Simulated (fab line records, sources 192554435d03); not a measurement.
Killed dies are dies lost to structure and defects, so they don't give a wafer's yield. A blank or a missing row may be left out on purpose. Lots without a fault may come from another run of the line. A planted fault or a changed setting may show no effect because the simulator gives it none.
Split-lot experiment | flow n5_finfet | 7 lots, 21 wafers read, on a route of 1938 steps

THE SPLIT
At N5_MIM_BOT_ETCH_ETCH_00 (etches TiN in Cl2/BCl3, target depth 45.5 nm), the setting bias_w was moved away from the recipe's 126 W on 8 of the 21 wafers read, by -10.1% to +12.9%. The other wafers ran this setting at the recipe's value.

The reading is taken at the split's own step.

THE READING
etch.depth_nm (the simulator's own value, which no gauge read), in nm, at N5_MIM_BOT_ETCH_ETCH_00 (etches TiN in Cl2/BCl3, target depth 45.5 nm). The file gives no usual value for it. The 13 wafers here that ran the recipe average 46.10 nm, standard deviation 0.53 nm.

wafer  | tool, chamber at the split | bias_w as run, W | against the recipe | etch.depth_nm, nm | against lot-mates on the recipe
L074.1 | rie_metal-01, 1            | 113.3            | -10.1%             | 44.61             | no lot-mate on the recipe
L074.4 | rie_metal-01, 0            | 113.3            | -10.1%             | 44.24             | no lot-mate on the recipe
L074.6 | rie_metal-01, 1            | 113.3            | -10.1%             | 44.37             | no lot-mate on the recipe
L077.1 | rie_metal-03, 0            | 126              | recipe             | 46.53             | -
L077.3 | rie_metal-03, 0            | 126              | recipe             | 46.77             | -
L077.5 | rie_metal-03, 1            | 135.8            | +7.8%              | 47.92             | +1.27
L079.1 | rie_metal-01, 0            | 126              | recipe             | 45.63             | -
L079.3 | rie_metal-01, 1            | 142.3            | +12.9%             | 47.59             | +1.94
L079.4 | rie_metal-01, 0            | 126              | recipe             | 45.68             | -
L081.1 | rie_metal-01, 0            | 131.9            | +4.7%              | 46.5              | +1.01
L081.3 | rie_metal-01, 0            | 131.9            | +4.7%              | 46.4              | +0.91
L081.6 | rie_metal-01, 0            | 126              | recipe             | 45.49             | -
L087.1 | rie_metal-01, 1            | 126              | recipe             | 45.56             | -
L087.2 | rie_metal-01, 0            | 126              | recipe             | 45.82             | -
L087.3 | rie_metal-01, 0            | 126              | recipe             | 45.6              | -
L092.1 | rie_metal-03, 0            | 126              | recipe             | 47.16             | -
L092.5 | rie_metal-03, 1            | 126              | recipe             | 46.67             | -
L092.6 | rie_metal-03, 0            | 131.9            | +4.7%              | 48                | +1.09
L088.2 | rie_metal-02, 1            | 126              | recipe             | 45.86             | -
L088.3 | rie_metal-02, 1            | 126              | recipe             | 46.35             | -
L088.6 | rie_metal-02, 1            | 126              | recipe             | 46.21             | -

THE FIT
A straight line over all 21 wafers: etch.depth_nm changes by +0.162 nm for each +1% of bias_w; r = +0.85; the points scatter about the line by 0.56 nm.
The same after taking each lot's own level away (the mean of its wafers on the recipe; 18 wafers): +0.163 nm for each +1%; r = +0.96; scatter 0.18 nm.
On that fit, the largest move of bias_w shifts the reading by 2.1 nm.
The lots' own levels span 45.490 to 46.915 nm, that is 2.7 times the standard deviation above.
So the lot-to-lot level changes the slope little: the two slopes agree.
Check: with one of the wafers moved furthest among these (+12.9%) left out of the fit, the line predicts +2.44 nm for it against its lot-mates. It came out at +1.94 nm against them.

OTHER SPLITS ON THESE WAFERS
These wafers also went through other splits before the reading. Each is held against what the fit with the lots' levels taken away leaves over:
other split on the same wafers    | wafers away from the commonest value | r with etch.depth_nm (lot level and that fit taken away)
N5_BEOL_M11_EXPOSE_08 dose_mj     | 5                                    | +0.25
N5_BEOL_M11_ETCH_66 time_s        | 4                                    | -0.08
N5_BEOL_M11_TRENCH_ETCH_37 bias_w | 7                                    | -0.24
N5_BEOL_M13_ETCH_68 time_s        | 11                                   | +0.23
N5_BEOL_M14_SPUTTER_44 power_w    | 2                                    | -0.37
N5_BEOL_M15_ILD_DEP_00 time_s     | 8                                    | -0.09
N5_BEOL_M15_SPUTTER_43 time_s     | 7                                    | -0.32
N5_BEOL_M15_DEP_53 time_s         | 8                                    | +0.19

THE FILE'S OWN FIT
etch.depth_nm changes by +0.164 nm for each +1% of bias_w, r = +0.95.
